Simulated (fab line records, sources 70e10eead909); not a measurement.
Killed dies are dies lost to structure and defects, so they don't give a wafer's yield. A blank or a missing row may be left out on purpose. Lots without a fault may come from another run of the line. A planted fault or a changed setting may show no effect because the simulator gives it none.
A struck lot beside a sound one | flow nand_harc | 17 steps out of a route of 1159
Sound: wafers L617.3, L617.4, L617.6. Struck: wafers L622.1, L622.2, L622.6. The cause comes at the end.
At each step with rows: each side's tool, then ch and its chambers, then its first start. Under that, the readings that differ: sound wafers | struck wafers | difference of the means | sigmas: that difference in standard deviations of wafers without a fault.
alike: readings whose means differ by less than 2 such deviations, and words and numbers that are the same on both sides. not compared: withheld readings, readings that some wafer has no value for, bounds like >300 that may hide the same value, and numbers for which the record gives no deviation and whose values overlap.
The two part at a step that has a row with sigmas, a row that says differs or no value, or rows on one side only. Numbers that don't overlap but have no deviation are shown without sigmas and don't part them. A reading that every wafer of one side lacks parts them only if that side has two wafers or more.

NHARC_P_GATE_ALD_36: deposits SiNx, target thk 20 nm, pulse time 60 s, ald cycles 223.
  sound on ald_sin-03 ch 0,3, day 4 21:49; struck on ald_sin-04 ch 1,2,3, day 6 03:22
  reading              | sound | struck               | difference                   | sigmas
  susceptor_temp_C (C) | - - - | 400.25 400.06 400.13 | no value on the sound wafers |
  alike: heater_power_w, precursor_pulse_height_rel
NHARC_P_GATE_ETCHBACK_37: etches the open film in CHF3/O2, target depth 34.5 nm, time 17.2 s.
  sound on rie_diel-08 ch 0,1,2; struck on rie_diel-11 ch 1,3
  alike: drypump_motor_current_A, oes_product_au, rf_vpp_V, showerhead_plenum_p_Torr, throttle_valve_pct
  not compared: rf_hours_counter_h
NHARC_P_GATE_STRIP_101: strips in O2, time 20 s.
  sound on rie_diel-08 ch 0,2, day 5 07:19; struck on rie_diel-11 ch 0,2,3, day 6 13:03
  alike: drypump_motor_current_A, oes_product_au, rf_vpp_V, showerhead_plenum_p_Torr, throttle_valve_pct
  not compared: rf_hours_counter_h
then, 9 steps without rows for these wafers: NHARC_P_GATE_PRECLEAN_97 (cleans in SPM, time 600 s); NHARC_P_GATE_SRD_98; NHARC_P_GATE_PRECLEAN_99 (cleans in SC1); NHARC_P_GATE_SRD_100; NHARC_P_GATE_DEHYDRATE_38 (time 120 s); NHARC_P_GATE_HMDS_39 (time 30 s); NHARC_P_GATE_COAT_40; NHARC_P_GATE_SOFTBAKE_41 (time 95 s); NHARC_P_GATE_EBR_42.
NHARC_P_GATE_EXPOSE_43: exposes mask P NSD, target cd 720 nm.
  sound on krf_scanner-04 ch 0, day 5 07:58; struck on krf_scanner-01 ch 0, day 6 13:49
  reading | sound                   | struck                  | difference | sigmas
  mask    | P_NSD#0 P_NSD#0 P_NSD#0 | P_PSD#0 P_PSD#0 P_PSD#0 | differs    |
then, 2 steps without rows for these wafers: NHARC_P_GATE_PEB_44 (peb time 85 s); NHARC_P_GATE_DEVELOP_45 (time 70 s).
NHARC_P_GATE_CD_MEAS_46: target cd 720 nm.
  sound on cd_sem-01 ch 0, day 5 08:07; struck on cd_sem-03 ch 0, day 6 13:59
  reading    | sound             | struck | difference                    | sigmas
  cd_nm (nm) | 717.3 718.1 716.7 | - - -  | no value on the struck wafers |
then, 1 step without rows for these wafers: NHARC_P_GATE_HARDBAKE_47 (time 80 s).

WHERE THEY PART
First at NHARC_P_GATE_ALD_36; last, within this record, at NHARC_P_GATE_CD_MEAS_46.

WHY: what the simulator had put in
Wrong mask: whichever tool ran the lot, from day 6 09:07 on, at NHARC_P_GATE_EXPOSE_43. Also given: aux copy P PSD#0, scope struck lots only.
